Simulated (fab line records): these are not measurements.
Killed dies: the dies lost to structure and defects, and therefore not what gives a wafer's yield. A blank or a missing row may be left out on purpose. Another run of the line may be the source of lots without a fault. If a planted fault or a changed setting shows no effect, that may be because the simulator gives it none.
Problem report in the 8D (eight disciplines) form, filled by code -- flow nand-harc -- the parts of the form that need people (team, actions taken, sign-off) are left out

## 1. WHAT WENT WRONG
Wafers without a fault read 4, standard deviation 3; killed-at-periphery at NHARC_END_SORT_01 reads a mean of 442 on 4 wafers belonging to 2 lots. So: +99 or more standard deviations from the usual mean.
The first sign was on wafer L604.2 at day 33 10:34, on prober-01. The record has a number at this step for 8 wafers belonging to 4 lots. The rule behind "out" and "out of limits": a value lying over 4 standard deviations away from the usual mean. Any other wafer with a number is counted as sound.

## 2. WHAT THIS IS AND IS NOT
question,is,is not
which readings at this step,"killed-at-periphery, defect-limited-yield, killed-dies","killed-at-array, killed-at-other, killed-open, killed-short"
which lots,"L604, L605","L591, L592"
which wafers of those lots,"L604.2, L605.2, L605.4, L605.6","L604.1, L604.5"
read on which gauges,"prober-01, prober-02",-
when,from day 33 10:34,up to then (3 sound wafers); but 1 sound wafer of L604 came after

## 3. WHAT RULES OUT EACH SUSPECT
Counting: any tool at a process step up to the reading remains a suspect provided it ran every lot that is out. Sound lots after the first of them don't rule it out here, since some wafers of a struck lot are sound.
- the gauge at NHARC_END_SORT_01 is ruled out. 2 gauges (prober-01, prober-02) read the wafers that are out.
- ecd-cu-01 at NHARC_P_BONDPAD_ECD_18 (material Cu, target thk 400 nm): kept. Every lot that is out went through it, the first being L604 (day 15 20:38); the last sound lot it ran before that was L592 (day 10 19:14).
After counting, what remains is ecd-cu-01 at NHARC_P_BONDPAD_ECD_18.

## 4. THE CAUSE (what the simulator had put in)
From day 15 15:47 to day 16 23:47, ecd-cu-01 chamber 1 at NHARC_P_BONDPAD_ECD_18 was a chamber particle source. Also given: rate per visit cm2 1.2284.
The count eliminated every tool but this one.

## 5. SEQUENCE OF EFFECTS, ordered by route
One row per reading whose mean, taken over the struck wafers that have a number, lies over 3 standard deviations from the usual. Only readings for which the record gives a usual standard deviation are gone through. hours: the time from each lot's start at the first step in this table that gives one to its start at this step, as a median over the lots. sigmas: the change in usual standard deviations.
hours,step,reading,usual,on struck wafers,change,sigmas
0,NHARC_END_SORT_01,defect-limited-yield,90.5 %,29.2,-61.3,-26
0,NHARC_END_SORT_01,killed-at-periphery,4,442,+438,+99 or more
0,NHARC_END_SORT_01,killed-dies,64,480,+416,+26

## 6. WHAT WOULD HAVE CAUGHT IT SOONER
427 hours passed between the start of the fault at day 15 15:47 and the first reading out of limits at a measuring or inspecting step in this record, taken at day 33 10:34.
Lots out: 2; all had begun NHARC_P_BONDPAD_ECD_18 on ecd-cu-01 by day 33 10:34. None of them would have been spared by holding the tool at that moment.
